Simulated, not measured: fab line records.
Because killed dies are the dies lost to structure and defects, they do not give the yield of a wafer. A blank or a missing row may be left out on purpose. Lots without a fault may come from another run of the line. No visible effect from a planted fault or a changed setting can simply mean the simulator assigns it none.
Chamber matching    flow nandHarc    NHARC_A_SLIT_ETCH_29 on rieDiel-11 has 4 sister chambers
The step etches the open film in CF4/O2, target depth 100 nm, overetch 10 nm, time 55 s. 18 wafers are shown with their chamber, then 9 later ones without.

## EACH WAFER AND ITS CHAMBER
wafer   chamber  drypumpMotorCurrentA (A)  showerheadPlenumPTorr (Torr)  oesProductAu (a.u.)
L074.2  3        5.43                      1.36                          1.000
L074.3  0        5.75                      1.40                          0.982
L074.4  1        4.96                      1.31                          1.016
L075.2  3        5.44                      1.36                          0.998
L075.3  1        4.95                      1.31                          1.014
L075.5  1        4.96                      1.30                          1.019
L077.1  0        5.72                      1.40                          0.989
L077.5  2        5.44                      1.39                          1.025
L077.6  3        5.45                      1.36                          1.009
L082.1  0        5.74                      1.40                          0.987
L082.4  2        5.44                      1.39                          1.014
L082.5  0        5.72                      1.40                          0.983
L085.1  1        4.96                      1.30                          1.007
L085.4  0        5.69                      1.40                          0.992
L085.5  0        5.73                      1.40                          0.985
L087.1  3        5.44                      1.36                          0.987
L087.2  0        5.71                      1.40                          0.995
L087.3  1        4.96                      1.30                          1.012

SIGNATURES (means of the wafers above)
reading                chamber 0  chamber 1  chamber 2  chamber 3  scatter within a chamber
drypumpMotorCurrentA   5.7229     4.9580     5.4400     5.4400     0.0137
showerheadPlenumPTorr  1.4000     1.3040     1.3900     1.3600     0.00293
oesProductAu           0.98757    1.01360    1.01950    0.99850    0.00611
Rule: distance of a wafer from a chamber = root of the sum over the readings of ((wafer's reading minus chamber's mean) / reading's scatter) squared. If the next closest chamber is less than 2 further off than the closest, the wafer can't be placed; otherwise it belongs to the closest. The scatter: the root of (the sum of the squares of (reading less its chamber's mean) over the shown wafers, divided by (wafers less chambers)).

## WAFERS WITHOUT THEIR CHAMBER
wafer   drypumpMotorCurrentA (A)  showerheadPlenumPTorr (Torr)  oesProductAu (a.u.)
L091.1  4.97                      1.30                          1.009
L091.3  5.67                      1.40                          1.009
L091.5  5.45                      1.39                          0.994
L093.1  5.71                      1.40                          0.995
L093.3  5.44                      1.39                          1.002
L093.5  5.43                      1.39                          0.994
L094.1  5.69                      1.40                          0.995
L094.4  4.96                      1.30                          1.017
L094.5  5.73                      1.40                          1.002

## THE CHAMBER EACH PASSED THROUGH
wafer   from the rows above  in truth
L091.1  1                    1
L091.3  0                    0
L091.5  2                    2
L093.1  0                    0
L093.3  2                    2
L093.5  2                    2
L094.1  0                    0
L094.4  1                    1
L094.5  0                    0
9 of 9 placed correctly. Left unplaced by these rows: 0. Number placed wrongly: 0.
